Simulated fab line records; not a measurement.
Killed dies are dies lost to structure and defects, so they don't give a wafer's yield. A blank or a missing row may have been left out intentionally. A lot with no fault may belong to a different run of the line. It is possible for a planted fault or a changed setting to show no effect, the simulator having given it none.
Which tool is to blame? ; flow n5_finfet ; 10 lots with 30 wafers sampled at 5 steps, on a route of 1938 steps

WHAT THE GAUGES READ, wafer by wafer
N5_BEOL_M4_RC_MEAS_101. Usual: DIBL_N 35.4 mV/V, standard deviation 2.1; DIBL_P 34.8 mV/V, standard deviation 2.6; IOFF_N 0.15 nA/um, standard deviation 0.037; IOFF_P 0.19 nA/um, standard deviation 0.037; ION_N 677 uA/um, standard deviation 16; ION_P 462 uA/um, standard deviation 9.3; SS_N 71.4 mV/dec, standard deviation 0.75; SS_P 72.9 mV/dec, standard deviation 0.77; VT_N 250 mV, standard deviation 3.7; VT_P -251 mV, standard deviation 3.5.
lot;measured;on;DIBL_N (mV/V);DIBL_P (mV/V);IOFF_N (nA/um);IOFF_P (nA/um);ION_N (uA/um);ION_P (uA/um);SS_N (mV/dec);SS_P (mV/dec);VT_N (mV);VT_P (mV);flag
L956;day 8 15:29;prober-01;35.6 39.3 37.9;34.3 38.9 37.1;0.13 0.22 0.19;0.14 0.20 0.18;654 684 686;441 455 455;71.5 73.0 72.5;72.4 73.8 73.3;255 247 249;-257 -256 -254;
L958;day 9 05:58;prober-01;35.3 36.9 31.4;35.4 36.0 29.3;0.15 0.16 0.09;0.19 0.18 0.12;690 677 657;464 453 449;71.8 71.4 70.0;73.3 72.7 71.3;245 250 256;-253 -255 -259;
L961;day 9 12:27;prober-02;35.6 33.2 32.8;35.9 32.4 32.0;0.15 0.11 0.11;0.20 0.14 0.15;677 669 647;461 459 454;71.1 70.3 71.4;73.5 71.7 72.9;253 255 253;-249 -254 -253;
L967;day 11 11:31;prober-02;34.3 39.5 32.7;34.2 41.3 31.6;0.13 0.25 0.11;0.17 0.31 0.14;660 712 669;454 480 457;71.3 72.6 70.9;71.9 74.3 72.1;251 242 253;-253 -243 -254;
L968;day 11 18:20;prober-02;33.6 35.7 34.1;33.6 36.7 34.6;0.15 0.18 0.16;0.20 0.24 0.22;688 682 700;480 469 479;70.6 71.7 71.4;72.4 72.5 72.1;246 248 246;-248 -248 -250;
L971;day 11 20:48;prober-02;38.6 33.9 39.1;39.2 33.0 38.8;0.20 0.12 0.18;0.24 0.15 0.23;681 668 672;474 460 464;72.1 71.0 71.7;73.5 72.4 73.8;248 252 251;-249 -255 -251;
L973;day 12 05:58;prober-01;33.1 32.3 33.5;32.2 31.9 33.4;0.11 0.11 0.13;0.15 0.15 0.16;662 682 668;448 472 456;69.8 70.4 71.0;71.9 73.0 72.7;252 253 251;-255 -253 -251;
L972;day 12 14:50;prober-01;37.6 35.6 38.4;37.1 36.4 37.6;0.17 0.13 0.22;0.22 0.20 0.24;678 662 669;467 464 460;71.9 71.2 72.4;73.8 72.4 73.7;248 254 249;-246 -250 -248;
L976;day 13 15:20;prober-01;35.9 39.2 35.8;34.1 39.1 33.8;0.13 0.20 0.13;0.15 0.22 0.14;656 709 668;449 469 445;71.6 72.2 71.5;72.8 74.6 73.2;255 245 254;-254 -253 -261;
L979;day 14 14:02;prober-02;38.0 36.1 36.0;40.0 37.1 36.9;0.22 0.18 0.17;0.26 0.23 0.21;710 701 689;477 476 467;72.6 71.7 71.4;73.7 73.3 73.6;242 247 246;-247 -250 -250;

TOOL THAT RAN EACH LOT (tool first, then ch and the chambers of the sampled wafers, then the start)
lot;N5_BEOL_M1_SPUTTER_90;N5_BEOL_M1_PRE_CLEAN_60;N5_BEOL_M1_DEP_57;N5_BEOL_M2_ETCH_63
L956;pvd_sputter-02, day 6 16:11;cvd_co-01 ch 0,1,2, day 6 17:40;pecvd-03 ch 0,2, day 6 17:49;rie_diel-03 ch 2,3, day 6 20:08
L958;pvd_sputter-03, day 6 21:55;cvd_co-02 ch 0,1, day 6 23:37;pecvd-01 ch 0,1, day 6 23:47;rie_diel-01 ch 0,1,3, day 7 02:38
L961;pvd_sputter-02, day 7 14:07;cvd_co-02 ch 0,1, day 7 15:42;pecvd-03 ch 0,1,2, day 7 15:52;rie_diel-05 ch 0,1, day 7 18:53
L967;pvd_sputter-02, day 9 15:22;cvd_co-02 ch 0,1,2, day 9 16:52;pecvd-01 ch 0,1, day 9 17:02;rie_diel-05 ch 0,1,2, day 9 18:03
L968;pvd_sputter-02, day 10 00:08;cvd_co-01 ch 1,2, day 10 01:37;pecvd-01 ch 0,1, day 10 01:47;rie_diel-03 ch 0,1,3, day 10 02:57
L971;pvd_sputter-02, day 10 10:49;cvd_co-02 ch 0,1,2, day 10 12:17;pecvd-01 ch 0,1, day 10 12:28;rie_diel-05 ch 0,3, day 10 14:08
L973;pvd_sputter-01, day 10 15:58;cvd_co-02 ch 1,2, day 10 17:28;pecvd-04 ch 0,2, day 10 17:37;rie_diel-03 ch 1,2,3, day 10 18:41
L972;pvd_sputter-03, day 10 16:16;cvd_co-01 ch 0,1, day 10 18:22;pecvd-04 ch 0,1,2, day 10 18:32;rie_diel-05 ch 0,1,3, day 10 22:52
L976;pvd_sputter-01, day 11 13:37;cvd_co-01 ch 0,1,2, day 11 15:41;pecvd-01 ch 0,1,2, day 11 15:52;rie_diel-01 ch 2,3, day 11 18:14
L979;pvd_sputter-02, day 12 07:28;cvd_co-01 ch 0,2, day 12 08:58;pecvd-01 ch 0,1, day 12 09:08;rie_diel-01 ch 0,1,3, day 12 10:37
- N5_BEOL_M1_SPUTTER_90: material Cu, target thk 4.5 nm, time 8.29 s.
- N5_BEOL_M1_PRE_CLEAN_60: time 15 s.
- N5_BEOL_M1_DEP_57: deposits SiCN from 3MS/NH3, target thk 8 nm, time 14 s.
- N5_BEOL_M2_ETCH_63: etches SiARC in CF4, target depth 15.6 nm, time 26 s.

AS READ BY THE TOOLS THEMSELVES (means over the sampled wafers that have a number; for cases with no such wafer, the mark the record gives instead)
N5_BEOL_M1_SPUTTER_90. Usual: throttle_valve_pct at 30.5 %, with a standard deviation of 0.88.
lot;tool;throttle_valve_pct (%);flag
L956;pvd_sputter-02;30.1;
L958;pvd_sputter-03;31.7;
L961;pvd_sputter-02;30.5;
L967;pvd_sputter-02;30.5;
L968;pvd_sputter-02;30.7;
L971;pvd_sputter-02;30.6;
L973;pvd_sputter-01;31.0;
L972;pvd_sputter-03;29.2;
L976;pvd_sputter-01;30.9;
L979;pvd_sputter-02;30.3;

N5_BEOL_M1_PRE_CLEAN_60. Usual: heater_power_w at 93 W, with a standard deviation of 27.
lot;tool;heater_power_w (W);flag
L956;cvd_co-01;91;
L958;cvd_co-02;106;
L961;cvd_co-02;107;
L967;cvd_co-02;94;
L968;cvd_co-01;75;
L971;cvd_co-02;93;
L973;cvd_co-02;118;
L972;cvd_co-01;88;
L976;cvd_co-01;93;
L979;cvd_co-01;97;

N5_BEOL_M1_DEP_57. Usual: showerhead_plenum_p_Torr 3.660 Torr, standard deviation 0.013; throttle_valve_pct 8.8 %, standard deviation 0.5.
lot;tool;showerhead_plenum_p_Torr (Torr);throttle_valve_pct (%);flag
L956;pecvd-03;3.661;8.9;
L958;pecvd-01;3.660;8.8;
L961;pecvd-03;3.658;8.9;
L967;pecvd-01;3.661;8.8;
L968;pecvd-01;3.658;8.7;
L971;pecvd-01;3.654;9.4;
L973;pecvd-04;3.658;8.6;
L972;pecvd-04;3.666;8.6;
L976;pecvd-01;3.654;8.8;
L979;pecvd-01;3.651;9.2;

N5_BEOL_M2_ETCH_63. Usual: drypump_motor_current_A 5.7 A, standard deviation 0.31; etch_rf_on_time_s 25.1 s, standard deviation 0.72; oes_product_au 0.71 a.u., standard deviation 0.079; rf_vpp_V 184.1 V, standard deviation 1.1; showerhead_plenum_p_Torr 2.14 Torr, standard deviation 0.065; throttle_valve_pct 15.67 %, standard deviation 0.21.
lot;tool;drypump_motor_current_A (A);etch_rf_on_time_s (s);oes_product_au (a.u.);rf_vpp_V (V);showerhead_plenum_p_Torr (Torr);throttle_valve_pct (%);flag
L956;rie_diel-03;5.7;24.6;0.73;184.0;2.14;15.50;
L958;rie_diel-01;5.7;25.8;0.66;184.6;2.14;15.65;
L961;rie_diel-05;5.8;25.8;0.72;184.6;2.18;15.45;
L967;rie_diel-05;5.8;25.2;0.73;184.0;2.14;15.61;
L968;rie_diel-03;5.5;25.0;0.64;184.4;2.14;15.83;
L971;rie_diel-05;5.5;22.4;0.78;183.3;2.09;15.71;OFF
L973;rie_diel-03;5.6;24.9;0.65;183.8;2.09;15.71;
L972;rie_diel-05;5.6;22.8;0.75;184.5;2.13;15.60;OFF
L976;rie_diel-01;5.8;25.1;0.78;184.8;2.21;15.52;
L979;rie_diel-01;5.7;25.7;0.69;184.7;2.21;15.56;

THE ANSWER, worked out from the rows above alone
Rule: lot off if the mean of its wafers having a number is beyond 3 standard deviations from the usual mean. A lot without any number at a reading at which 4 lots or more have one is off too. All remaining lots with rows at the step are treated as sound. The gauges are gone through in route order, then the tools' own readings, and for those a lot's mean is taken as printed above. The first step at which some lot is off is used, and at that step the reading that is off furthest; a lot without a number counts as furthest.
Off: L971, L972, at N5_BEOL_M2_ETCH_63 (etch_rf_on_time_s).
If a tool, at that step or one of the process steps before it, ran each lot that is off and ran no sound lot following the first of them, it fits. One fits: rie_diel-05 at N5_BEOL_M2_ETCH_63. A fault onset in the window from L967 (day 9 18:03, its last sound lot) to L971 (day 10 14:08, its first lot off) fits.
The tool's own readings at N5_BEOL_M2_ETCH_63 bear it out: on the lots that are off they differ by more than 5 times the standard deviation of the sound lots' means. etch_rf_on_time_s reads 22.6 s there against 25.3 s on the sound lots.

WHAT HAD BEEN PUT IN BY THE SIMULATOR
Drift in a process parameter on rie_diel-05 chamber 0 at N5_BEOL_M2_ETCH_63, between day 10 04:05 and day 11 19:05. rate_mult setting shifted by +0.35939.
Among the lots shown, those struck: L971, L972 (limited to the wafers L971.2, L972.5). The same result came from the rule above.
